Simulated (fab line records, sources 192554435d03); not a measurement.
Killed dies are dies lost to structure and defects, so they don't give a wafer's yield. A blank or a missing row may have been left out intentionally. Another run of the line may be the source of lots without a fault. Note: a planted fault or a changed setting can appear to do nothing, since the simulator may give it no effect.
fab line records ; flow n5_finfet
record: lots: 7; wafers: 39
route steps=1938 shown BEOL_M10@1488 BEOL_M11@1579 BEOL_M14@1762
start_h: start of the lot's first displayed wafer, in hours after the record's first day ; wait_h: hours elapsed since this lot's preceding step ; " unchanged from the row above ; L1.1+2: several wafers, shown together as one row ; - no value, or no start was given ; * or withheld: withheld ; < > ~ a bound
route shown NAME@n: names a module that has steps shown in the file, with the first one's number in the route ; usual: mean/standard deviation taken from wafers without a fault ; same: alike in all rows ; chamber/n: place in a boat ; sites: readings site by site ; _std_site: standard deviation of those values ; _edge_site: inner sites' mean taken away from outer sites' mean ; radius_mm: how far each site lies from the wafer's centre ; mask NAME#n: copy n ; behind: the most recent tool/chamber to have shaped the wafer ; hold: reason for holding the lot/hours on hold/outcome of the hold ; device: whichever transistor did not switch (one of n, p or np) ; end of line: tests of these same wafers at the route's end ; for a step that has no rows: nothing shown but its recipe ; killed: not the wafer's yield, but the dies lost to structure and defects at the first sort ; map: a wafer's dies, x killed, . not, _ none there
set.NAME: the setting the step ran with; set.NAME@STEP: the setting that earlier step ran with ; model.NAME: the simulator's own value behind a step, which no gauge read
lots with deliberately changed settings; one table per step, one row per wafer
== steps ==
step: N5_BEOL_M10_ETCH_62
recipe: chemistry: N2/H2; target: SOC; target_depth_a: 1100; overetch_a: 220; mask_material: SiARC; temp_c: 40; time_s: 165; ion_energy_ev: 200; pressure_mtorr: 30; source_w: 840; bias_w: 150; n2_flow_sccm: 200; h2_flow_sccm: 200
lot.wafer;tool;chamber;start_h;wait_h;set.time_s;model.SiARC_of_BEOL_M10_COAT_60.thk_nm
L076.1+5;rie_diel-05;2;263.23;0.0;199.6;22.4
L076.2;rie_diel-05;1;263.23;0.0;199.6;22.6
L076.3;rie_diel-05;0;263.23;0.0;165;23.8
L076.4;rie_diel-05;3;263.23;0.0;165;23.2
L076.6;rie_diel-05;1;263.23;0.0;165;23.6
L077.1+2+6;rie_diel-03;0,3,3;272.21;0.0;165;23.2
L081.1+2+4+5;rie_diel-03;3,1,0,3;290.74;0.0;165;23.2
L081.3;rie_diel-03;2;290.74;0.0;165;23.8
L081.6;rie_diel-03;2;290.74;0.0;165;23.6
L084.1+6;rie_diel-01;3;321.78;0.0;165;23
L084.2+4;rie_diel-01;2;321.78;0.0;200;21.6
L084.3;rie_diel-01;1;321.78;0.0;165;23.2
L084.5;rie_diel-01;1;321.78;0.0;200;21.8
L088.1;rie_diel-03;1;343.15;0.0;165;23
L088.2;rie_diel-03;0;343.15;0.0;165;23.2
L088.3+6;rie_diel-03;3;343.15;0.0;130.4;24.6
L088.4;rie_diel-03;2;343.15;0.0;130.4;25
L088.5;rie_diel-03;2;343.15;0.0;165;23.6
L093.1+3+5+6;rie_diel-01;2,3,3,2;378.52;0.0;165;23.2
L093.2+4;rie_diel-01;1;378.52;0.0;165;23.4
L095.1+5;rie_diel-03;2;378.88;0.0;79.07;27
L095.2;rie_diel-03;0;378.88;0.0;79.07;26.8
L095.3+4+6;rie_diel-03;3,1,3;378.88;0.0;165;23.2
step: N5_BEOL_M10_STRIP_68
recipe: chemistry: N2/H2; temp_c: 40; n2_flow_sccm: 200; h2_flow_sccm: 200; rf_frequency_hz: 6e+07
step: N5_BEOL_M10_STRIP_67
recipe: chemistry: CF4; resist: SiARC; power_w: 300; bias_power_w: 75; pressure_mtorr: 50; cf4_flow_sccm: 150; rf_frequency_hz: 6e+07
step: N5_BEOL_M10_HM_OPEN_17
recipe: chemistry: Cl2/BCl3; target_depth_a: 200; overetch_a: 60; target: TiN; mask_material: SOC; ion_energy_ev: 150; pressure_mtorr: 10; icp_w: 1000; bias_w: 126; Cl2_flow_sccm: 53.25; bcl3_flow_sccm: 21.75; Ar_flow_sccm: 25
lot.wafer;tool;chamber;start_h;wait_h;set.time_s@BEOL_M10_ETCH_62;model.etch.depth_nm
L076.1;rie_metal-01;1;263.42;0.0;199.6;16.43
L076.2;rie_metal-01;0;263.42;0.0;199.6;16.13
L076.3;rie_metal-01;1;263.42;0.0;165;19.73
L076.4;rie_metal-01;0;263.42;0.0;165;19.62
L076.5;rie_metal-01;0;263.42;0.0;199.6;16.42
L076.6;rie_metal-01;1;263.42;0.0;165;19.72
L077.1;rie_metal-02;1;272.40;0.0;165;19.82
L077.2;rie_metal-02;0;272.40;0.0;165;20.41
L077.6;rie_metal-02;0;272.40;0.0;165;19.74
L081.1;rie_metal-03;0;290.94;0.0;165;20.28
L081.2;rie_metal-03;1;290.94;0.0;165;20.18
L081.3;rie_metal-03;0;290.94;0.0;165;20.3
L081.4;rie_metal-03;1;290.94;0.0;165;20.01
L081.5;rie_metal-03;1;290.94;0.0;165;20.21
L081.6;rie_metal-03;0;290.94;0.0;165;20.17
L084.1;rie_metal-03;1;322.17;0.2;165;19.99
L084.2;rie_metal-03;0;322.17;0.2;200;16.74
L084.3;rie_metal-03;1;322.17;0.2;165;19.75
L084.4+5;rie_metal-03;0,1;322.17;0.2;200;16.73
L084.6;rie_metal-03;0;322.17;0.2;165;20.09
L088.1;rie_metal-03;0;343.35;0.0;165;20.15
L088.2;rie_metal-03;1;343.35;0.0;165;20.49
L088.3;rie_metal-03;0;343.35;0.0;130.4;20.55
L088.4;rie_metal-03;1;343.35;0.0;130.4;20.35
L088.5;rie_metal-03;1;343.35;0.0;165;20.28
L088.6;rie_metal-03;0;343.35;0.0;130.4;20.24
L093.1;rie_metal-03;0;378.70;0.0;165;19.8
L093.2;rie_metal-03;1;378.70;0.0;165;19.73
L093.3;rie_metal-03;0;378.70;0.0;165;19.88
L093.4;rie_metal-03;1;378.70;0.0;165;19.62
L093.5;rie_metal-03;1;378.70;0.0;165;19.55
L093.6;rie_metal-03;0;378.70;0.0;165;19.74
L095.1;rie_metal-03;1;379.07;0.0;79.07;20.09
L095.2;rie_metal-03;0;379.07;0.0;79.07;20.33
L095.3;rie_metal-03;0;379.07;0.0;165;20.15
L095.4;rie_metal-03;1;379.07;0.0;165;20.02
L095.5;rie_metal-03;1;379.07;0.0;79.07;19.93
L095.6;rie_metal-03;0;379.07;0.0;165;20.28
step: N5_BEOL_M11_ETCH_41
recipe: chemistry: CH3F/O2; target: SiCN; target_depth_a: 426; taper_deg: 2; time_s: 86; ion_energy_ev: 120; mask_material: TiN; pressure_mtorr: 30; source_w: 395; bias_w: 75; Ar_flow_sccm: 150; CH3F_flow_sccm: 30; O2_flow_sccm: 20
lot.wafer;tool;chamber;start_h;wait_h;set.time_s;model.etch.depth_nm
L076.1;rie_diel-04;3;-;-;86;32.79
L076.2;rie_diel-04;1;-;-;114.2;43.99
L076.3;rie_diel-04;0;-;-;114.2;43.09
L076.4;rie_diel-04;2;-;-;114.2;41.52
L076.5;rie_diel-04;1;-;-;86;32.92
L076.6;rie_diel-04;2;-;-;86;31.18
L077.1;rie_diel-06;3;-;-;86;31.26
L077.2;rie_diel-06;0;-;-;86;33.46
L077.6;rie_diel-06;0;-;-;86;33.06
L081.1;rie_diel-02;1;-;-;86;33.21
L081.2;rie_diel-02;3;-;-;47.9;18.59
L081.3;rie_diel-02;0;-;-;86;32.55
L081.4;rie_diel-02;2;-;-;86;31.23
L081.5;rie_diel-02;0;-;-;47.9;18.15
L081.6;rie_diel-02;3;-;-;47.9;18.54
L084.1;rie_diel-02;0;-;-;86;31.97
L084.2;rie_diel-02;2;-;-;86;31.01
L084.3;rie_diel-02;3;-;-;120.2;45.7
L084.4;rie_diel-02;1;-;-;120.2;45.6
L084.5;rie_diel-02;1;-;-;120.2;45.73
L084.6;rie_diel-02;0;-;-;86;32.3
L088.1;rie_diel-06;0;-;-;86;33.2
L088.2;rie_diel-06;1;-;-;86;31.75
L088.3;rie_diel-06;2;-;-;86;32.23
L088.4;rie_diel-06;3;-;-;86;31.41
L088.5;rie_diel-06;1;-;-;86;31.35
L088.6;rie_diel-06;0;-;-;86;32.74
L095.1;rie_diel-06;0;-;-;86;33.05
L095.2+6;rie_diel-06;2;-;-;86;32.02
L095.3;rie_diel-06;3;-;-;86;31.52
L095.4;rie_diel-06;0;-;-;86;33.09
L095.5;rie_diel-06;3;-;-;86;31.2
L093.1;rie_diel-02;3;-;-;86;32.94
L093.2;rie_diel-02;1;-;-;104.7;40.43
L093.3;rie_diel-02;2;-;-;86;31.13
L093.4;rie_diel-02;0;-;-;104.7;39.64
L093.5;rie_diel-02;1;-;-;104.7;40.41
L093.6;rie_diel-02;2;-;-;86;31.18
step: N5_BEOL_M14_SPUTTER_43
recipe: material: TaN; target_thk_a: 150; temp_c: 50; bias_v: 168.6; power_w: 15000; chamber_pressure_pa: 0.12; time_s: 24.19
lot.wafer;tool;chamber;start_h;wait_h;set.target_thk_a;model.TaN_of_BEOL_M14_SPUTTER_43.thk_nm
L076.1+4;pvd_sputter-02;-;294.64;0.0;150;15
L076.2+5+6;pvd_sputter-02;-;294.64;0.0;105.7;10.6
L076.3;pvd_sputter-02;-;294.64;0.0;150;15.2
L077.1+6;pvd_sputter-03;-;303.06;0.0;150;14.8
L077.2;pvd_sputter-03;-;303.06;0.0;150;15
L081.1+3;pvd_sputter-02;-;321.75;0.0;239.7;24.2
L081.2+5;pvd_sputter-02;-;321.75;0.0;150;15.2
L081.4;pvd_sputter-02;-;321.75;0.0;150;15.4
L081.6;pvd_sputter-02;-;321.75;0.0;239.7;24
L084.1+5;pvd_sputter-03;-;348.43;0.0;150;15.2
L084.2+4;pvd_sputter-03;-;348.43;0.0;193.6;19.6
L084.3;pvd_sputter-03;-;348.43;0.0;150;15.4
L084.6;pvd_sputter-03;-;348.43;0.0;193.6;19.2
L088.1;pvd_sputter-03;-;385.57;0.0;206.4;20.8
L088.2;pvd_sputter-03;-;385.57;0.0;206.4;21
L088.3+6;pvd_sputter-03;-;385.57;0.0;150;15
L088.4;pvd_sputter-03;-;385.57;0.0;206.4;20.6
L088.5;pvd_sputter-03;-;385.57;0.0;150;15.2
L095.1+3+4+6;pvd_sputter-02;-;406.79;0.0;150;15
L095.2+5;pvd_sputter-02;-;406.79;0.0;150;15.2
L093.1;pvd_sputter-03;-;414.65;0.0;60.64;6.2
L093.2+3+6;pvd_sputter-03;-;414.65;0.0;150;15
L093.4;pvd_sputter-03;-;414.65;0.0;60.64;6
L093.5;pvd_sputter-03;-;414.65;0.0;60.64;5.8
step: N5_BEOL_M14_SPUTTER_44
recipe: material: Ta; target_thk_a: 150; temp_c: 50; bias_v: 80; power_w: 15000; chamber_pressure_pa: 0.07; time_s: 24.19
step: N5_BEOL_M14_SPUTTER_45
recipe: material: Cu; target_thk_a: 1000; temp_c: -20; bias_v: 60; power_w: 26000; chamber_pressure_pa: 0.13; time_s: 16.67
step: N5_BEOL_M14_ECD_47
recipe: material: Cu; target_thk_a: 12480
step: N5_BEOL_M14_ANNEAL_48
recipe: temp_c: 225; time_s: 90; ambient: N2
step: N5_BEOL_M14_CMP_49
recipe: stop_on: SiO2; t_overpolish_s: 5.2; down_force_psi: 2; platen_rpm: 80; clearing_platen_down_force_psi: 2; clearing_platen_rpm: 80; post_cmp_clean: cu_alkaline; target_thk_nm: 560; clearing_platen_pad_velocity_m_s: 1.5917; pad_velocity_m_s: 1.5917
usual: barrier_field_endpoint_s: 11.37/0.27
lot.wafer;tool;chamber;start_h;wait_h;set.target_thk_a@BEOL_M14_SPUTTER_43;barrier_field_endpoint_s
L076.1;cmp-02;1;295.40;0.3;150;11.72
L076.3;cmp-02;2;295.40;0.3;150;11.53
L076.2;cmp-02;3;295.40;0.3;105.7;9.85
L076.4;cmp-02;0;295.40;0.3;150;10.96
L076.5;cmp-02;1;295.40;0.3;105.7;9.90
L076.6;cmp-02;2;295.40;0.3;105.7;9.81
L077.1;cmp-02;0;303.86;0.3;150;11.14
L077.2;cmp-02;1;303.86;0.3;150;11.88
L077.6;cmp-02;3;303.86;0.3;150;11.65
L081.4;cmp-02;3;322.73;0.1;150;11.51
L081.3;cmp-02;0;322.73;0.1;239.7;14.53
L081.1;cmp-02;1;322.73;0.1;239.7;15.20
L081.2;cmp-02;2;322.73;0.1;150;11.60
L081.5;cmp-02;3;322.73;0.1;150;11.36
L081.6;cmp-02;0;322.73;0.1;239.7;14.20
L084.1;cmp-04;0;349.20;0.3;150;11.18
L084.3;cmp-04;1;349.20;0.3;150;10.94
L084.2;cmp-04;2;349.20;0.3;193.6;12.81
L084.4;cmp-04;3;349.20;0.3;193.6;13.15
L084.5;cmp-04;0;349.20;0.3;150;11.47
L084.6;cmp-04;1;349.20;0.3;193.6;12.66
L088.2;cmp-04;2;386.34;0.2;206.4;13.59
L088.1;cmp-04;3;386.34;0.2;206.4;13.83
L088.3;cmp-04;0;386.34;0.2;150;11.44
L088.4;cmp-04;1;386.34;0.2;206.4;13.37
L088.6;cmp-04;2;386.34;0.2;150;11.44
L088.5;cmp-04;3;386.34;0.2;150;11.60
L095.1;cmp-04;1;407.56;0.3;150;11.15
L095.2;cmp-04;2;407.56;0.3;150;11.32
L095.3;cmp-04;3;407.56;0.3;150;11.41
L095.4;cmp-04;0;407.56;0.3;150;11.22
L095.6;cmp-04;1;407.56;0.3;150;10.97
L095.5;cmp-04;2;407.56;0.3;150;11.48
L093.3;cmp-02;3;415.58;0.3;150;11.12
L093.1;cmp-02;0;415.58;0.3;60.64;7.85
L093.4;cmp-02;1;415.58;0.3;60.64;7.59
L093.2;cmp-02;2;415.58;0.3;150;10.93
L093.5;cmp-02;3;415.58;0.3;60.64;7.80
L093.6;cmp-02;0;415.58;0.3;150;10.79
== key ==
split: step: N5_BEOL_M10_ETCH_62; setting: time_s; stated: 165; by: wafer
response: step: N5_BEOL_M10_ETCH_62; reading: model.SiARC_of_BEOL_M10_COAT_60.thk_nm; change: -0.0686; per: 1%; r: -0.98
response: step: N5_BEOL_M10_HM_OPEN_17; reading: model.etch.depth_nm; shape: bent; at_lowest: 20.12; at_stated: 19.99; at_highest: 16.73
split: step: N5_BEOL_M11_ETCH_41; setting: time_s; stated: 86; by: wafer
response: step: N5_BEOL_M11_ETCH_41; reading: model.etch.depth_nm; change: +0.334; per: 1%; r: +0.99
split: step: N5_BEOL_M14_SPUTTER_43; setting: target_thk_a; stated: 150; by: wafer
response: step: N5_BEOL_M14_SPUTTER_43; reading: model.TaN_of_BEOL_M14_SPUTTER_43.thk_nm; change: +0.15; per: 1%; r: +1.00
response: step: N5_BEOL_M14_CMP_49; reading: barrier_field_endpoint_s; change: +0.0539; per: 1%; r: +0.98
